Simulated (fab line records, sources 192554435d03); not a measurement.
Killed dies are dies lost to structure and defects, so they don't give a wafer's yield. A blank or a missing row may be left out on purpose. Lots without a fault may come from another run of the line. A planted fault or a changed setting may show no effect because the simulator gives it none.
One fault seen from 3 desks | flow n5_finfet | each desk has only its own numbers; what lay behind them comes last

THE DEFECT DESK
What the inspections along the route counted, lot by lot: means of the sampled wafers that have a number. A lot is out of limits, marked OUT, if its mean lies more than 4 standard deviations from the usual mean; the brackets give that distance.
Columns: A = raw_defect_count at N5_BEOL_M10_INSPECT_30, usual 416
lot  | first seen here | A
L617 | day 11 19:40    | 456
L622 | day 13 05:20    | 405
L629 | day 15 05:24    | 462
L631 | day 15 18:40    | 490
L636 | day 16 18:07    | 420
L638 | day 17 18:27    | 385
This desk's finding: nothing out of limits on any of the 6 lots.

THE METROLOGY DESK
What the gauges read, lot by lot, whatever tool the lot ran on: means of the sampled wafers that have a number. A lot is out of limits, marked OUT, if its mean lies more than 4 standard deviations from the usual mean; the brackets give that distance.
Columns: A = cd_nm at N5_BEOL_M10_CD_MEAS_28, usual 69.1 nm; B = V9_OVL at N5_BEOL_M10_OVL_MEAS_29, usual -0.3 nm
lot  | first seen here | A    | B
L617 | day 11 19:37    | 70.0 | -0.9
L622 | day 13 05:17    | 67.6 | 0.6
L629 | day 15 05:21    | 67.7 | -1.9
L631 | day 15 18:37    | 68.1 | -0.8
L636 | day 16 18:04    | 69.9 | -0.2
L638 | day 17 18:24    | 69.6 | -0.0
This desk's finding: nothing out of limits on any of the 6 lots.

THE TOOL OWNER'S DESK: rie_diel-06
The tool's own readings at N5_BEOL_M10_ETCH_66 (etches SOC in N2/H2, target depth 120 nm, overetch 24 nm, time 180 s): means of the sampled wafers that have a number, for each lot that ran on this tool. A lot is out of limits, marked OUT, if its mean lies more than 4 standard deviations from the usual mean; the brackets give that distance.
Columns: A = drypump_motor_current_A at N5_BEOL_M10_ETCH_66, usual 5.7 A; B = oes_product_au at N5_BEOL_M10_ETCH_66, usual 0.64 a.u.; C = rf_vpp_V at N5_BEOL_M10_ETCH_66, usual 524.1 V; D = run_length_s at N5_BEOL_M10_ETCH_66, usual 203.3 s; E = showerhead_plenum_p_Torr at N5_BEOL_M10_ETCH_66, usual 2.55 Torr; F = throttle_valve_pct at N5_BEOL_M10_ETCH_66, usual 17.80 %
lot  | first seen here | A   | B    | C     | D               | E    | F
L622 | day 13 05:28    | 6.0 | 0.63 | 523.5 | 203.6           | 2.55 | 17.84
L629 | day 15 05:35    | 5.8 | 0.64 | 524.1 | 212.6 (+28) OUT | 2.56 | 17.86
L631 | day 15 19:00    | 5.8 | 0.60 | 524.0 | 212.4 (+27) OUT | 2.54 | 17.86
This desk's finding: out of limits on L629, L631; first on L629, day 15 05:35 (run_length_s at N5_BEOL_M10_ETCH_66). In limits: L622.

PUT TOGETHER
The tool owner's desk could have raised an alarm at day 15 05:35, on L629, L631.
The defect desk saw nothing out of limits.
The metrology desk saw nothing out of limits.
The defect desk has L629, L631 on record, within its limits.
The metrology desk has L629, L631 on record, within its limits.
Of the lots named, all ran N5_BEOL_M10_ETCH_66 on rie_diel-06.

WHAT THE SIMULATOR HAD PUT IN
Process parameter drift: rie_diel-06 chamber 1, from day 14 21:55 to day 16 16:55, at N5_BEOL_M10_ETCH_66. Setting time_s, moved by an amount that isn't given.
Lots struck among those shown: L629, L631.
Hours from the fault's start to each desk's first reading out of limits: the tool owner's desk, 8.
